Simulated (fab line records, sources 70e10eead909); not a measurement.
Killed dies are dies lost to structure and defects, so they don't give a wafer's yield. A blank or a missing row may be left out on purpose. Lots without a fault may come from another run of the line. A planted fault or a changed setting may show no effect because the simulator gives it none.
Chamber matching | flow nand_harc | NHARC_A_CHANNEL_HOLE_D1_ETCH_38 on rie_diel-06: 4 sister chambers
The step etches the open film in CF4, target depth 39 nm, time 65 s. 8 wafers are shown with their chamber, then 10 later ones without.

WAFERS WITH THEIR CHAMBER
wafer  | chamber | showerhead_plenum_p_Torr (Torr) | drypump_motor_current_A (A)
L081.4 | 1       | 1.73                            | 6.2
L088.3 | 3       | 1.68                            | 5.5
L088.6 | 3       | 1.67                            | 5.4
L087.2 | 0       | 1.75                            | 5.5
L087.3 | 2       | 1.73                            | 6.0
L087.5 | 1       | 1.73                            | 6.1
L089.2 | 2       | 1.73                            | 5.9
L089.3 | 0       | 1.75                            | 5.4

WAFERS WITHOUT THEIR CHAMBER
wafer  | showerhead_plenum_p_Torr (Torr) | drypump_motor_current_A (A)
L089.4 | 1.67                            | 5.5
L093.3 | 1.75                            | 5.4
L093.4 | 1.67                            | 5.4
L093.6 | 1.73                            | 5.9
L095.1 | 1.67                            | 5.4
L095.4 | 1.75                            | 5.4
L095.5 | 1.73                            | 6.0
L097.2 | 1.67                            | 5.4
L097.3 | 1.73                            | 6.1
L097.5 | 1.73                            | 6.0

WHICH CHAMBER EACH WENT THROUGH
wafer  | from the rows above     | in truth
L089.4 | 3                       | 3
L093.3 | 0                       | 0
L093.4 | 3                       | 3
L093.6 | 2                       | 2
L095.1 | 3                       | 3
L095.4 | 0                       | 0
L095.5 | can't be placed: 2 or 1 | 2
L097.2 | 3                       | 3
L097.3 | can't be placed: 1 or 2 | 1
L097.5 | can't be placed: 2 or 1 | 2
Placed correctly: 7 of 10. Can't be placed from these rows: 3 (the true chamber is among the candidates in 3). Placed wrongly: 0.
How it was worked out, from the rows above alone: a wafer's distance from a chamber is the root of the sum, over the readings, of the square of ((its reading less the chamber's mean) divided by the reading's scatter). The wafer belongs to the nearest chamber; if the next one is less than 2 further off, it can't be placed. A chamber's mean is the mean of its shown wafers. The scatter: the root of (the sum of the squares of (reading less its chamber's mean) over the shown wafers, divided by (wafers less chambers)).
